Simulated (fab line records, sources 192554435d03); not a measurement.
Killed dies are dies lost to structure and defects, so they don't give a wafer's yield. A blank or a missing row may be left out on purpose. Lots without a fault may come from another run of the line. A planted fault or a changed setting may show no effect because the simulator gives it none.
Chamber matching | flow n5_finfet | N5_BEOL_M0_CUTY_ETCH_63 on rie_diel-01: 4 sister chambers
The step etches SOC in N2/H2, target depth 82.7 nm, overetch 16.5 nm, time 124 s. 22 wafers are shown with their chamber, then 11 later ones without.

WAFERS WITH THEIR CHAMBER
wafer  | chamber | showerhead_plenum_p_Torr (Torr) | throttle_valve_pct (%) | oes_product_au (a.u.)
L074.1 | 3       | 2.53                            | 18.21                  | 0.58
L074.3 | 0       | 2.69                            | 17.70                  | 0.71
L074.4 | 1       | 2.50                            | 18.13                  | 0.58
L075.1 | 0       | 2.69                            | 17.73                  | 0.70
L075.4 | 3       | 2.53                            | 18.23                  | 0.58
L075.6 | 3       | 2.53                            | 18.23                  | 0.58
L076.4 | 1       | 2.50                            | 18.12                  | 0.57
L076.5 | 0       | 2.69                            | 17.73                  | 0.70
L076.6 | 3       | 2.53                            | 18.22                  | 0.58
L079.2 | 2       | 2.47                            | 17.47                  | 0.72
L079.4 | 0       | 2.69                            | 17.74                  | 0.69
L079.5 | 3       | 2.52                            | 18.24                  | 0.57
L080.1 | 0       | 2.69                            | 17.76                  | 0.70
L080.4 | 1       | 2.50                            | 18.16                  | 0.57
L080.5 | 0       | 2.69                            | 17.75                  | 0.69
L081.1 | 3       | 2.52                            | 18.24                  | 0.57
L081.2 | 1       | 2.50                            | 18.16                  | 0.57
L081.6 | 0       | 2.68                            | 17.73                  | 0.69
L082.1 | 3       | 2.52                            | 18.24                  | 0.56
L082.3 | 1       | 2.49                            | 18.16                  | 0.57
L082.4 | 2       | 2.47                            | 17.45                  | 0.72
L084.1 | 2       | 2.47                            | 17.47                  | 0.71

SIGNATURES (means of the wafers above)
reading                  | chamber 0 | chamber 1 | chamber 2 | chamber 3 | scatter within a chamber
showerhead_plenum_p_Torr | 2.6886    | 2.4980    | 2.4700    | 2.5257    | 0.00433
throttle_valve_pct       | 17.7343   | 18.1460   | 17.4633   | 18.2300   | 0.0163
oes_product_au           | 0.6971    | 0.5720    | 0.7167    | 0.5743    | 0.00692
Rule: a wafer's distance from a chamber is the root of the sum, over the readings, of the square of ((its reading less the chamber's mean) divided by the reading's scatter). The wafer belongs to the nearest chamber; if the next one is less than 2 further off, it can't be placed. The scatter: the root of (the sum of the squares of (reading less its chamber's mean) over the shown wafers, divided by (wafers less chambers)).

WAFERS WITHOUT THEIR CHAMBER
wafer  | showerhead_plenum_p_Torr (Torr) | throttle_valve_pct (%) | oes_product_au (a.u.)
L084.2 | 2.52                            | 18.26                  | 0.56
L084.5 | 2.68                            | 17.78                  | 0.68
L093.2 | 2.51                            | 17.65                  | 0.81
L093.5 | 2.46                            | 17.52                  | 0.69
L093.6 | 2.51                            | 17.64                  | 0.82
L096.3 | 2.49                            | 17.71                  | 0.79
L096.5 | 2.45                            | 17.51                  | 0.68
L096.6 | 2.51                            | 17.66                  | 0.78
L097.1 | 2.45                            | 17.51                  | 0.68
L097.3 | 2.49                            | 17.73                  | 0.79
L097.4 | 2.51                            | 17.66                  | 0.78

WHICH CHAMBER EACH WENT THROUGH
wafer  | from the rows above | in truth
L084.2 | 3                   | 3
L084.5 | 0                   | 0
L093.2 | 2                   | 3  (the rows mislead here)
L093.5 | 2                   | 2
L093.6 | 2                   | 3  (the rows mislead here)
L096.3 | 2                   | 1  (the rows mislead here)
L096.5 | 2                   | 2
L096.6 | 2                   | 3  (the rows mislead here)
L097.1 | 2                   | 2
L097.3 | 2                   | 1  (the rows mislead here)
L097.4 | 2                   | 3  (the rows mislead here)
Placed correctly: 5 of 11. Can't be placed from these rows: 0. Placed wrongly: 6.
